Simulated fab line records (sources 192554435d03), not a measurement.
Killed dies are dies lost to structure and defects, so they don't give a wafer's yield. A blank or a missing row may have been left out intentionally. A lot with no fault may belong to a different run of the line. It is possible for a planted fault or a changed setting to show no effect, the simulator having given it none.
Lot-split experiment :: flow n5Finfet :: route with 1938 steps; 7 lots, 21 wafers read

## SPLIT DETAILS
At N5_BEOL_M0_SAQP_COAT_08 (resist thk 90 nm), the setting spinRpm was moved away from the recipe's 1500 rpm on 5 of the 21 wafers read, by -7.1% to -3.5%. For the rest of the wafers, this setting stayed at what the recipe calls for.

Reading taken at the split's own step.

## THE READING
CAR-ArF_of_BEOL_M0_SAQP_COAT_08.thkNm (the simulator's own value, which no gauge read), in nm, at N5_BEOL_M0_SAQP_COAT_08 (resist thk 90 nm). There is no usual value for it anywhere in the file. Across the 16 wafers here that went through the recipe, the average is 90.2 nm and the standard deviation 0.27 nm.

wafer: L077.2
tool, chamber at the split: lithoTrack-01, 0
spinRpm as run, rpm: 1394
against the recipe: -7.1%
CAR-ArF_of_BEOL_M0_SAQP_COAT_08.thkNm, nm: 94.2
against lot-mates on the recipe: +3.4

wafer: L077.4
tool, chamber at the split: lithoTrack-01, 0
spinRpm as run, rpm: 1500
against the recipe: recipe
CAR-ArF_of_BEOL_M0_SAQP_COAT_08.thkNm, nm: 90.8
against lot-mates on the recipe: -

wafer: L077.6
tool, chamber at the split: lithoTrack-01, 0
spinRpm as run, rpm: 1500
against the recipe: recipe
CAR-ArF_of_BEOL_M0_SAQP_COAT_08.thkNm, nm: 90.8
against lot-mates on the recipe: -

wafer: L078.1
tool, chamber at the split: lithoTrack-01, 0
spinRpm as run, rpm: 1500
against the recipe: recipe
CAR-ArF_of_BEOL_M0_SAQP_COAT_08.thkNm, nm: 90
against lot-mates on the recipe: -

wafer: L078.5
tool, chamber at the split: lithoTrack-01, 0
spinRpm as run, rpm: 1500
against the recipe: recipe
CAR-ArF_of_BEOL_M0_SAQP_COAT_08.thkNm, nm: 90
against lot-mates on the recipe: -

wafer: L078.6
tool, chamber at the split: lithoTrack-01, 0
spinRpm as run, rpm: 1500
against the recipe: recipe
CAR-ArF_of_BEOL_M0_SAQP_COAT_08.thkNm, nm: 90.2
against lot-mates on the recipe: -

wafer: L079.4
tool, chamber at the split: lithoTrack-02, 0
spinRpm as run, rpm: 1500
against the recipe: recipe
CAR-ArF_of_BEOL_M0_SAQP_COAT_08.thkNm, nm: 90
against lot-mates on the recipe: -

wafer: L079.5
tool, chamber at the split: lithoTrack-02, 0
spinRpm as run, rpm: 1500
against the recipe: recipe
CAR-ArF_of_BEOL_M0_SAQP_COAT_08.thkNm, nm: 90.2
against lot-mates on the recipe: -

wafer: L079.6
tool, chamber at the split: lithoTrack-02, 0
spinRpm as run, rpm: 1500
against the recipe: recipe
CAR-ArF_of_BEOL_M0_SAQP_COAT_08.thkNm, nm: 90.2
against lot-mates on the recipe: -

wafer: L082.1
tool, chamber at the split: lithoTrack-02, 0
spinRpm as run, rpm: 1500
against the recipe: recipe
CAR-ArF_of_BEOL_M0_SAQP_COAT_08.thkNm, nm: 90.4
against lot-mates on the recipe: -

wafer: L082.4
tool, chamber at the split: lithoTrack-02, 0
spinRpm as run, rpm: 1500
against the recipe: recipe
CAR-ArF_of_BEOL_M0_SAQP_COAT_08.thkNm, nm: 90.2
against lot-mates on the recipe: -

wafer: L082.6
tool, chamber at the split: lithoTrack-02, 0
spinRpm as run, rpm: 1500
against the recipe: recipe
CAR-ArF_of_BEOL_M0_SAQP_COAT_08.thkNm, nm: 90
against lot-mates on the recipe: -

wafer: L084.3
tool, chamber at the split: lithoTrack-05, 0
spinRpm as run, rpm: 1500
against the recipe: recipe
CAR-ArF_of_BEOL_M0_SAQP_COAT_08.thkNm, nm: 90.4
against lot-mates on the recipe: -

wafer: L084.5
tool, chamber at the split: lithoTrack-05, 0
spinRpm as run, rpm: 1500
against the recipe: recipe
CAR-ArF_of_BEOL_M0_SAQP_COAT_08.thkNm, nm: 90.4
against lot-mates on the recipe: -

wafer: L084.4
tool, chamber at the split: lithoTrack-05, 0
spinRpm as run, rpm: 1500
against the recipe: recipe
CAR-ArF_of_BEOL_M0_SAQP_COAT_08.thkNm, nm: 90
against lot-mates on the recipe: -

wafer: L086.2
tool, chamber at the split: lithoTrack-02, 0
spinRpm as run, rpm: 1500
against the recipe: recipe
CAR-ArF_of_BEOL_M0_SAQP_COAT_08.thkNm, nm: 90.2
against lot-mates on the recipe: -

wafer: L086.3
tool, chamber at the split: lithoTrack-02, 0
spinRpm as run, rpm: 1438
against the recipe: -4.1%
CAR-ArF_of_BEOL_M0_SAQP_COAT_08.thkNm, nm: 91.8
against lot-mates on the recipe: +1.6

wafer: L086.4
tool, chamber at the split: lithoTrack-02, 0
spinRpm as run, rpm: 1438
against the recipe: -4.1%
CAR-ArF_of_BEOL_M0_SAQP_COAT_08.thkNm, nm: 91.8
against lot-mates on the recipe: +1.6

wafer: L089.1
tool, chamber at the split: lithoTrack-01, 0
spinRpm as run, rpm: 1500
against the recipe: recipe
CAR-ArF_of_BEOL_M0_SAQP_COAT_08.thkNm, nm: 89.8
against lot-mates on the recipe: -

wafer: L089.3
tool, chamber at the split: lithoTrack-01, 0
spinRpm as run, rpm: 1447
against the recipe: -3.5%
CAR-ArF_of_BEOL_M0_SAQP_COAT_08.thkNm, nm: 91.6
against lot-mates on the recipe: +1.8

wafer: L089.5
tool, chamber at the split: lithoTrack-01, 0
spinRpm as run, rpm: 1447
against the recipe: -3.5%
CAR-ArF_of_BEOL_M0_SAQP_COAT_08.thkNm, nm: 91.8
against lot-mates on the recipe: +2.0

THE FIT
A straight line over all 21 wafers: CAR-ArF_of_BEOL_M0_SAQP_COAT_08.thkNm changes by -0.479 nm for each +1% of spinRpm; r = -0.95; the points scatter about the line by 0.32 nm.
The same after taking each lot's own level away (the mean of its wafers on the recipe; 21 wafers): -0.465 nm for each +1%; r = -0.98; scatter 0.18 nm.
The reading moves by 3.3 nm for the largest change in spinRpm, on that fit.
The span of the lots' own levels, 89.80 to 90.80 nm, comes to 3.7 times the standard deviation stated above.
The two slopes are in agreement: the lot-to-lot level therefore moves the slope only a little.
Check: +3.18 nm against its lot-mates is what the line predicts for one of the wafers moved furthest among these (-7.1%) when that wafer is left out of the fit. It came out at +3.4 nm against them.

## OTHER SPLITS APPLIED TO THESE WAFERS
These wafers also went through other splits before the reading. Each is held against what the fit with the lots' levels taken away leaves over:
other split on the same wafers: N5_GATE_CUT_COAT_34 spinRpm
wafers away from the commonest value: 5
r with CAR-ArF_of_BEOL_M0_SAQP_COAT_08.thkNm (lot level and that fit taken away): -0.29

other split on the same wafers: N5_MOL_CONTACT_COAG_ETCH_105 biasW
wafers away from the commonest value: 5
r with CAR-ArF_of_BEOL_M0_SAQP_COAT_08.thkNm (lot level and that fit taken away): -0.32

other split on the same wafers: N5_MOL_CONTACT_COAG_CONTACT_ETCH_14 sourceW
wafers away from the commonest value: 10
r with CAR-ArF_of_BEOL_M0_SAQP_COAT_08.thkNm (lot level and that fit taken away): +0.26

other split on the same wafers: N5_MOL_CONTACT_COAG_ALD_27 aldCycles
wafers away from the commonest value: 7
r with CAR-ArF_of_BEOL_M0_SAQP_COAT_08.thkNm (lot level and that fit taken away): -0.49

other split on the same wafers: N5_MOL_CONTACT_COAG_ALD_123 aldCycles
wafers away from the commonest value: 6
r with CAR-ArF_of_BEOL_M0_SAQP_COAT_08.thkNm (lot level and that fit taken away): -0.20

other split on the same wafers: N5_BEOL_M0_SAQP_PECVD_03 timeS
wafers away from the commonest value: 4
r with CAR-ArF_of_BEOL_M0_SAQP_COAT_08.thkNm (lot level and that fit taken away): +0.14

## FILE'S OWN FIT
CAR-ArF_of_BEOL_M0_SAQP_COAT_08.thkNm changes by -0.47 nm for each +1% of spinRpm, r = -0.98.
